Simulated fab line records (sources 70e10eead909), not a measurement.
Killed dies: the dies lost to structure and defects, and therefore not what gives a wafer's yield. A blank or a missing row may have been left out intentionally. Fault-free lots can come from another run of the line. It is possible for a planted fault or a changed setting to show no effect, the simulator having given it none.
Which tool was responsible? -- flow nandHarc -- 11 lots, 33 wafers sampled, at 3 steps of a route of 1302

## WHAT EACH GAUGE READ, for each wafer
NHARC_P_GATE_CD_MEAS_26 targets a cd of 120 nm.
lot,measured,on,cdNm (nm)
L648,day 5 05:29,cdSem-02,119.3 119.7 119.6
L650,day 6 03:40,cdSem-02,119.6 119.8 120.0
L651,day 6 15:13,cdSem-03,119.6 120.0 119.1
L653,day 7 16:06,cdSem-02,119.7 119.8 119.8
L654,day 8 00:47,cdSem-03,119.9 120.2 120.0
L655,day 8 12:02,cdSem-01,120.6 120.7 120.2
L656,day 8 20:17,cdSem-02,121.3 121.0 121.2
L658,day 9 12:07,cdSem-01,119.2 119.1 119.5
L657,day 9 12:46,cdSem-01,120.0 119.3 119.7
L659,day 10 02:06,cdSem-03,120.5 120.0 119.7
L661,day 11 02:58,cdSem-03,116.8 116.5 116.3

## EACH LOT AND THE TOOL THAT RAN IT (in order: tool; ch and the chambers of the sampled wafers; start)
lot,NHARC_P_GATE_DESCUM_13,NHARC_P_GATE_EXPOSE_23
L648,"rieDiel-13 ch 0,2, day 4 15:41","arfiScanner-01 ch 0, day 5 05:21"
L650,"rieDiel-02 ch 1,2, day 5 12:56","arfiScanner-02 ch 0, day 6 03:32"
L651,"rieDiel-02 ch 0,2,3, day 5 21:34","arfiScanner-02 ch 0, day 6 15:04"
L653,"rieDiel-02 ch 0,1,2, day 7 00:27","arfiScanner-01 ch 0, day 7 15:58"
L654,"rieDiel-13 ch 0,3, day 7 08:46","arfiScanner-03 ch 0, day 8 00:38"
L655,"rieDiel-04 ch 1,2, day 7 22:30","arfiScanner-03 ch 0, day 8 11:53"
L656,"rieDiel-04 ch 0,1, day 8 06:11","arfiScanner-01 ch 0, day 8 20:10"
L658,"rieDiel-04 ch 1,3, day 8 20:46","arfiScanner-02 ch 0, day 9 11:59"
L657,"rieDiel-02 ch 0,3, day 8 20:48","arfiScanner-03 ch 0, day 9 12:38"
L659,"rieDiel-04 ch 0,1,2, day 9 12:01","arfiScanner-03 ch 0, day 10 01:58"
L661,"rieDiel-04 ch 1,3, day 10 11:40","arfiScanner-02 ch 0, day 11 02:49"
- NHARC_P_GATE_DESCUM_13: chemistry O2, time 3 s.
- NHARC_P_GATE_EXPOSE_23: exposes mask P GATE, target cd 120 nm.

## THE ANSWER, worked out from the rows above alone
Rule: what is usual is taken from the lots themselves. Put in order of their means at a reading, lots are off if they are a third of the lots or fewer, leave a main group of 4 or more, and stand apart from it by a gap of 3 or more times the standard deviation of the main group's means; of several such gaps the widest counts. A main group whose means are all the same, to the digits that the tables above print for the reading, isn't used. Also off: a lot with no number at a reading for which 4 or more lots have one. All remaining lots with rows at the step are treated as sound.
Off: L661 (NHARC_P_GATE_CD_MEAS_26, cdNm). The main group has a mean of 119.9 nm with a standard deviation of 0.52.
A tool fits if, at a process step before that reading, it ran every lot that is off, and no sound lot after the first of them. Those tools and the gauges at NHARC_P_GATE_CD_MEAS_26 are tried in the same way. Can't be told from this: 3 tools fit, rieDiel-04 at NHARC_P_GATE_DESCUM_13, arfiScanner-02 at NHARC_P_GATE_EXPOSE_23, cdSem-03 at NHARC_P_GATE_CD_MEAS_26.

## WHAT THE SIMULATOR PUT IN
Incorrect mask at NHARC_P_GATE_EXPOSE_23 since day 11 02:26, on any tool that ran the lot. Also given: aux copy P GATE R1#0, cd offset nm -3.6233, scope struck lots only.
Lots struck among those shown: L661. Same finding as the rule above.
